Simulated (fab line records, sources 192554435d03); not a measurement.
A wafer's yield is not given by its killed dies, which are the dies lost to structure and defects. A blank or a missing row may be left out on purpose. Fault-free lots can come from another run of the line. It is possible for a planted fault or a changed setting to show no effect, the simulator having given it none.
Comparing a struck lot with a sound one || flow n5Finfet || 45 out of 1938 route steps
Sound: these wafers, L794.1, L794.3, L794.6. Struck: wafer L793.5; the same lot's L793.4 was not struck, so it is left out; see the end for the cause.
Per side, at each step with rows, come the tool, then ch with its chambers, and then its first start. Under that, the readings that differ: sound wafers || struck wafers || difference of the means || sigmas: that difference in standard deviations of wafers without a fault.
alike: words and numbers the same on both sides, and readings whose means are apart by under 2 such deviations; not compared: readings that were withheld, readings missing a value for some wafer, numbers with overlapping values and no deviation given by the record, and bounds like >300 which may hide the same value.
A row with sigmas, a row that says differs or no value, or rows on one side alone: a step with any of these is where the two part. Non-overlapping numbers with no deviation appear without sigmas and do not part them. A reading that every wafer of one side lacks parts them only if that side has two wafers or more.

first, 11 steps without rows for these wafers: N5_BEOL_M4_DESCUM_33 (chemistry O2, time 7 s); N5_BEOL_M4_ETCH_77 (etches underlayer in N2/H2, target depth 6.5 nm, time 5.2 s); N5_BEOL_M4_ETCH_69 (etches SiARC in CF4, target depth 15.6 nm, time 26 s); N5_BEOL_M4_ALD_98 (deposits SiO2, target thk 2.5 nm, pulse time 1 s, co reactant pulse time 1 s); N5_BEOL_M4_ETCHBACK_99 (etches SiO2 in CHF3, target depth 5 nm, time 10.4 s); N5_BEOL_M4_ETCH_70 (etches SOC in N2/H2, target depth 80 nm, overetch 24 nm, time 130 s); N5_BEOL_M4_STRIP_71 (strips in N2/H2); N5_BEOL_M4_STRIP_78 (strips in N2/H2); N5_BEOL_M4_VIA_ETCH_34 (etches the open film in C4F6/O2, target depth 69.4 nm, time 65.9 s); N5_BEOL_M4_STRIP_83 (strips in C4F6/O2); N5_BEOL_M4_STRIP_36 (strips in N2/H2).
N5_BEOL_M4_TRENCH_ETCH_37: etches SiOC in C4F6/O2, target depth 55.555 nm, time 29.2 s.
  sound on rieDiel-03 ch 0,2, day 13 22:22; struck on rieDiel-01 ch 3, day 13 13:25
{"reading": "runLengthS (s)", "sound": "52.4 51.8 52.1", "struck": 40.2, "difference": -11.9, "sigmas": -25}
{"reading": "model.etch.depthNm (nm)", "sound": "54.84 56.26 56.12", "struck": 31.53, "difference": -24.21, "sigmas": ""}
{"reading": "model.BEOL_M4.featureDepthNm (nm)", "sound": "54.8 56.2 56.2", "struck": 31.6, "difference": -24.1, "sigmas": ""}
{"reading": "model.TiN_of_BEOL_M4_HM_DEP_02.thkNm (nm)", "sound": "17.8 17.6 17.8", "struck": 19, "difference": "+1", "sigmas": ""}
  alike: drypumpMotorCurrentA, oesProductAu, rfVppV, showerheadPlenumPTorr, throttleValvePct
  not compared: rfHoursCounterH
then, 2 steps without rows for these wafers: N5_BEOL_M4_ETCH_41 (etches SiCN in CH3F/O2, target depth 29.9 nm, time 52.5 s); N5_BEOL_M4_STRIP_97 (strips in N2/H2, time 10 s).
N5_BEOL_M4_OCD_MEAS_38:
  sound: ocd-02 at day 13 22:31; struck: ocd-01 at day 13 13:35
{"reading": "trenchDepthNm (nm)", "sound": "54.9 56.5 56.6", "struck": 31.3, "difference": -24.7, "sigmas": -35}
then, 25 steps without rows for these wafers: N5_BEOL_M4_HM_STRIP_39 (strips TiN in peroxide tin strip, target depth 25 nm, time 158 s); N5_BEOL_M4_SRD_40 (time 30 s); N5_BEOL_M4_PRECLEAN_42 (cleans in residue remover, time 60 s); N5_BEOL_M4_SRD_43 (time 30 s); N5_BEOL_M4_DEGAS_44 (time 60 s); N5_BEOL_M4_PRE_CLEAN_45 (time 30 s); N5_BEOL_M4_ALD_84 (deposits TaN, pulse time 2 s, purge time 3 s, co reactant purge time 2 s); N5_BEOL_M4_SURFACE_TREAT_85; N5_BEOL_M4_CVD_47 (deposits Co from CCTBA/H2, target thk 3 nm, time 223.8 s); N5_BEOL_M4_SPUTTER_48 (material Cu, target thk 4.5 nm, time 8.29 s); N5_BEOL_M4_ANNEAL_49 (time 240 s); N5_BEOL_M4_SPUTTER_79 (material Cu, target thk 4.5 nm, time 8.29 s); N5_BEOL_M4_ANNEAL_80 (time 240 s); N5_BEOL_M4_SPUTTER_81 (material Cu, target thk 4.5 nm, time 8.29 s); N5_BEOL_M4_ANNEAL_82 (time 240 s); N5_BEOL_M4_SPUTTER_86 (material Cu, target thk 4.5 nm, time 8.29 s); N5_BEOL_M4_ANNEAL_87 (time 240 s); N5_BEOL_M4_SPUTTER_88 (material Cu, target thk 4.5 nm, time 8.29 s); N5_BEOL_M4_ANNEAL_89 (time 240 s); N5_BEOL_M4_SPUTTER_90 (material Cu, target thk 4.5 nm, time 8.29 s); N5_BEOL_M4_ANNEAL_91 (time 240 s); N5_BEOL_M4_SPUTTER_92 (material Cu, target thk 4.5 nm, time 8.29 s); N5_BEOL_M4_ANNEAL_93 (time 240 s); N5_BEOL_M4_SPUTTER_94 (material Cu, target thk 4.5 nm, time 8.29 s); N5_BEOL_M4_ANNEAL_95 (time 240 s).
N5_BEOL_M4_CMP_52: polishes, stops on SiOC, t overpolish 6.8 s, target thk 40 nm.
  sound on cmp-02 ch 1,2, day 14 03:51; struck on cmp-04 ch 2, day 13 18:08
{"reading": "model.Cu_of_BEOL_M4_ECD_50.thkNm (nm)", "sound": "39 40.2 40.2", "struck": 15.8, "difference": -24.0, "sigmas": ""}
  alike: motorCurrentA, retainingRingPressureFrac
N5_BEOL_M4_THK_MEAS_53: measures by xrf.
  sound: filmMetro-02 at day 14 04:09; struck: filmMetro-01 at day 13 18:26
{"reading": "M4_THK (nm)", "sound": "39.6 40.6 40.7", "struck": 16.0, "difference": -24.3, "sigmas": -17}
N5_BEOL_M4_RS_MEAS_58: measures by four-point-probe.
  sound: filmMetro-01 at day 14 04:25; struck: filmMetro-02 at day 13 18:42
{"reading": "M4_RS (ohm/sq)", "sound": "0.691 0.666 0.666", "struck": 2.349, "difference": "+1.675", "sigmas": "+64"}
N5_BEOL_M4_RC_MEAS_101:
  the record has rows for the sound wafers here (prober-02 ch 0, day 14 04:28) and none for the struck ones
-- record jumps: 4 days separate the struck wafers' starts on either side; left off in module BEOL_M4, taken up again in module PASSIVATION, whose first shown step is the route's number 1936 --
N5_PASSIVATION_PROBE_49:
  sound: prober-01 at day 18 18:28; struck: prober-02 at day 18 05:19
{"reading": "defectLimitedYield (%)", "sound": "92.6 93.0 92.6", "struck": 18.6, "difference": -74.1, "sigmas": -49}
{"reading": "killed_at_M4_up", "sound": "11 9 9", "struck": 878, "difference": "+868", "sigmas": "+99 or more"}
{"reading": "killedDies", "sound": "87 83 87", "struck": 960, "difference": "+874", "sigmas": "+51"}
{"reading": "killedOnRim", "sound": "19 12 10", "struck": 131, "difference": "+117", "sigmas": "+35"}
{"reading": "sort_bin_5_function (%)", "sound": "3.6 4.1 4.7", "struck": 77.6, "difference": "+73.5", "sigmas": "+77"}
{"reading": "sortNPass", "sound": "1093 1097 1093", "struck": 220, "difference": -874, "sigmas": -51}
{"reading": "sortYieldPct (%)", "sound": "92.6 93.0 92.6", "struck": 18.6, "difference": -74.1, "sigmas": -49}
  alike: killed_at_M0_to_M3, killedAtContacts, killedAtFrontEnd, killedAtOther, killedOpen, killedShort, sort_bin_6_memory

WHERE THEY PART
At N5_BEOL_M4_TRENCH_ETCH_37 first; at N5_PASSIVATION_PROBE_49 last (within this record only).

WHY: what had been put in by the simulator
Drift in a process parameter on rieDiel-01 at N5_BEOL_M4_TRENCH_ETCH_37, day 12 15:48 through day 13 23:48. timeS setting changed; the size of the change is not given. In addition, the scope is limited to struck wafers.
